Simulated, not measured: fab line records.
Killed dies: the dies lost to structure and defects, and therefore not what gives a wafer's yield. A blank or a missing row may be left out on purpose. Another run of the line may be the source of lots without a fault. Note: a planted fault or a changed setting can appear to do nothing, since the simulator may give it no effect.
Which of the tools did it? -- flow nand harc -- Sampling: 24 lots, 72 wafers, 2 of 1302 route steps

## WHAT EACH GAUGE READ, for each wafer
NHARC_A_SLIT_CD_MEAS_21. Usual: cd nm reads 289.5 nm (standard deviation 0.7).
lot,measured,on,cd nm (nm),flag
L074,day 19 20:31,cd sem-03,289.7 289.6 289.0,
L075,day 20 00:17,cd sem-02,289.5 289.0 289.2,
L076,day 20 15:36,cd sem-02,287.9 288.6 288.9,
L077,day 21 08:36,cd sem-03,289.0 288.8 288.6,
L078,day 21 20:19,cd sem-01,289.5 289.1 289.3,
L080,day 22 05:35,cd sem-03,289.5 289.4 290.6,
L079,day 22 09:04,cd sem-02,289.7 289.5 290.5,
L083,day 23 07:49,cd sem-02,288.9 288.2 289.0,
L081,day 23 08:18,cd sem-01,289.8 290.1 289.7,
L082,day 23 11:36,cd sem-01,290.6 289.8 290.4,
L084,day 24 20:13,cd sem-03,289.8 289.4 289.6,
L085,day 24 20:35,cd sem-03,290.1 289.8 290.1,
L086,day 25 01:43,cd sem-01,289.7 289.5 290.3,
L087,day 25 10:12,cd sem-02,290.2 289.9 289.5,
L089,day 25 18:17,cd sem-03,288.6 288.0 288.3,
L088,day 25 18:23,cd sem-01,288.0 288.4 289.0,
L091,day 27 00:07,cd sem-03,287.7 288.7 287.8,
L090,day 27 03:06,cd sem-02,290.2 290.1 289.7,
L092,day 28 02:46,cd sem-02,289.8 289.8 290.1,
L093,day 28 04:44,cd sem-03,290.6 289.6 290.3,
L096,day 28 22:53,cd sem-02,289.4 289.2 289.6,
L095,day 29 02:18,cd sem-01,289.6 290.2 290.2,
L097,day 29 02:35,cd sem-03,289.3 290.1 289.9,
L094,day 29 06:28,cd sem-03,289.8 290.1 289.5,

NHARC_A_CONTACT_INSPECT_44. Usual: raw defect count reads 87 (standard deviation 33).
lot,measured,on,raw defect count,flag
L074,day 21 05:36,defect inspect-02,13 17 16,
L075,day 21 08:26,defect inspect-01,119 121 111,
L076,day 22 04:34,defect inspect-01,18 24 26,
L077,day 22 20:28,defect inspect-02,102 101 97,
L078,day 23 05:58,defect inspect-02,112 105 98,
L080,day 23 12:05,defect inspect-02,61 78 87,
L079,day 23 16:59,defect inspect-02,97 92 124,
L083,day 24 21:47,defect inspect-01,76 80 91,
L081,day 24 20:26,defect inspect-02,98 114 101,
L082,day 24 23:38,defect inspect-01,130 127 118,
L084,day 26 02:56,defect inspect-02,119 108 114,
L085,day 26 02:41,defect inspect-01,74 91 79,
L086,day 26 08:37,defect inspect-01,74 68 85,
L087,day 26 17:03,defect inspect-02,134 145 125,
L089,day 27 08:33,defect inspect-01,106 103 109,
L088,day 27 08:21,defect inspect-02,40 42 36,
L091,day 28 07:35,defect inspect-02,102 86 104,
L090,day 28 13:31,defect inspect-02,79 72 67,
L092,day 29 11:10,defect inspect-02,114 104 125,
L093,day 29 16:39,defect inspect-01,23 25 24,
L096,day 30 06:44,defect inspect-01,65 79 71,
L095,day 30 06:53,defect inspect-01,70 77 78,
L097,day 30 11:45,defect inspect-01,112 121 120,
L094,day 30 15:59,defect inspect-02,68 85 75,

## EACH LOT AND THE TOOL THAT RAN IT (in order: tool; ch and the chambers of the sampled wafers; start)
No process step before these readings appears in the record.

## AS READ BY THE TOOLS THEMSELVES (means over the sampled wafers that have a number; for cases with no such wafer, the mark the record gives instead)
The record holds no such reading with a usual standard deviation.

## THE ANSWER, worked out from the rows above alone
Rule: take the mean of a lot's wafers that have a number; if it is more than 3 standard deviations from the usual mean, the lot is off. A lot without any number at a reading at which 4 lots or more have one is off too. Where the step has rows for the other lots, those lots are counted as sound. First the gauges in route order, then the tools' own readings, where a lot's mean is used as printed above. The first step at which some lot is off is used, and at that step the reading that is off furthest; a lot without a number counts as furthest.
No lot is off on any of the readings shown, so nothing can be concluded from this.

## WHAT THE SIMULATOR HAD PUT IN
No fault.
